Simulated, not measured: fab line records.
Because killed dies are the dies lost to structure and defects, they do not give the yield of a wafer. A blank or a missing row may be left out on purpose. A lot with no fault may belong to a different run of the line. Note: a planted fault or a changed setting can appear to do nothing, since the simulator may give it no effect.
Lot-split experiment	flow n5_finfet	39 wafers read across 7 lots, on a route 1938 steps long

== ABOUT THE SPLIT ==
At N5_MOL_CONTACT_COAG_VIA_ETCH_117 (etches SiO2 in C4F6/O2, target depth 40 nm, overetch 8 nm, time 26 s), the setting bias_w was moved away from the recipe's 455 W on 15 of the 39 wafers read, by -15.8% to +8.4%. This setting was run at the recipe's value on the other wafers.

The reading comes from the split's own step.

== THE READING ==
rf_vpp_V, in V, at N5_MOL_CONTACT_COAG_VIA_ETCH_117 (etches SiO2 in C4F6/O2, target depth 40 nm, overetch 8 nm, time 26 s). On this fab line, fault-free wafers typically give 1607 V with a standard deviation of 22 V.

wafer	tool, chamber at the split	bias_w as run, W	against the recipe	rf_vpp_V, V	against lot-mates on the recipe
L076.1	rie_diel-01, 3	455	recipe	1593	-
L076.2	rie_diel-01, 1	455	recipe	1625	-
L076.3	rie_diel-01, 0	383.2	-15.8%	1394	-218
L076.4	rie_diel-01, 2	455	recipe	1617	-
L076.5	rie_diel-01, 1	383.2	-15.8%	1427	-185
L076.6	rie_diel-01, 2	383.2	-15.8%	1422	-190
L080.1	rie_diel-02, 3	455	recipe	1576	-
L080.2	rie_diel-02, 0	455	recipe	1599	-
L080.3	rie_diel-02, 2	400.8	-11.9%	1508	-80
L080.4	rie_diel-02, 1	455	recipe	1588	-
L080.5	rie_diel-02, 0	400.8	-11.9%	1455	-133
L080.6	rie_diel-02, 3	400.8	-11.9%	1432	-156
L083.1	rie_diel-01, 1	455	recipe	1624	-
L083.2	rie_diel-01, 2	485.2	+6.6%	1695	+74
L083.3	rie_diel-01, 3	485.2	+6.6%	1670	+49
L083.4	rie_diel-01, 0	485.2	+6.6%	1663	+42
L083.5	rie_diel-01, 2	455	recipe	1617	-
L083.6	rie_diel-01, 1	455	recipe	1623	-
L084.1	rie_diel-06, 1	455	recipe	1618	-
L084.2	rie_diel-06, 2	403.9	-11.2%	1461	-158
L084.3	rie_diel-06, 3	455	recipe	1622	-
L084.4	rie_diel-06, 0	403.9	-11.2%	1473	-146
L084.5	rie_diel-06, 1	455	recipe	1616	-
L084.6	rie_diel-06, 0	403.9	-11.2%	1473	-146
L086.1	rie_diel-06, 1	455	recipe	1616	-
L086.2	rie_diel-06, 0	455	recipe	1611	-
L086.4	rie_diel-06, 3	455	recipe	1621	-
L091.1	rie_diel-02, 3	493.2	+8.4%	1670	+60
L091.2	rie_diel-02, 2	455	recipe	1658	-
L091.3	rie_diel-02, 0	493.2	+8.4%	1696	+86
L091.4	rie_diel-02, 1	455	recipe	1586	-
L091.5	rie_diel-02, 1	455	recipe	1587	-
L091.6	rie_diel-02, 2	493.2	+8.4%	1762	+152
L092.1	rie_diel-06, 1	455	recipe	1616	-
L092.2	rie_diel-06, 0	455	recipe	1610	-
L092.3	rie_diel-06, 3	455	recipe	1620	-
L092.4	rie_diel-06, 2	455	recipe	1598	-
L092.5	rie_diel-06, 1	455	recipe	1617	-
L092.6	rie_diel-06, 2	455	recipe	1597	-

THE FIT
A straight line over all 39 wafers: rf_vpp_V changes by +12.1 V for each +1% of bias_w; r = +0.97; the points scatter about the line by 21 V.
The same after taking each lot's own level away (the mean of its wafers on the recipe; 39 wafers): +11.7 V for each +1%; r = +0.97; scatter 22 V.
Per that fit: largest bias_w move, reading shift of 1.8e+02 V.
The span of the lots' own levels, 1587.7 to 1621.3 V, comes to 1.5 times the standard deviation stated above.
Hence the lot-to-lot level has little effect on the slope; both slopes agree.
Check: for one of the wafers moved furthest among these (-15.8%), held out of the fit, the line's prediction against its lot-mates is -183 V. Against them it came out at -218 V.
Tool readings at the split's step, against how far the setting was moved: rf_vpp_V r = +0.97.

== ADDITIONAL SPLITS CARRIED BY THESE WAFERS ==
These wafers also went through other splits before the reading. Each is held against what the fit with the lots' levels taken away leaves over:
other split on the same wafers	wafers away from the commonest value	r with rf_vpp_V (lot level and that fit taken away)
N5_SD_EPI_N_ETCH_35 time_s	18	+0.03

== THE FILE'S OWN FIT ==
rf_vpp_V changes by +11.8 V for each +1% of bias_w, r = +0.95.
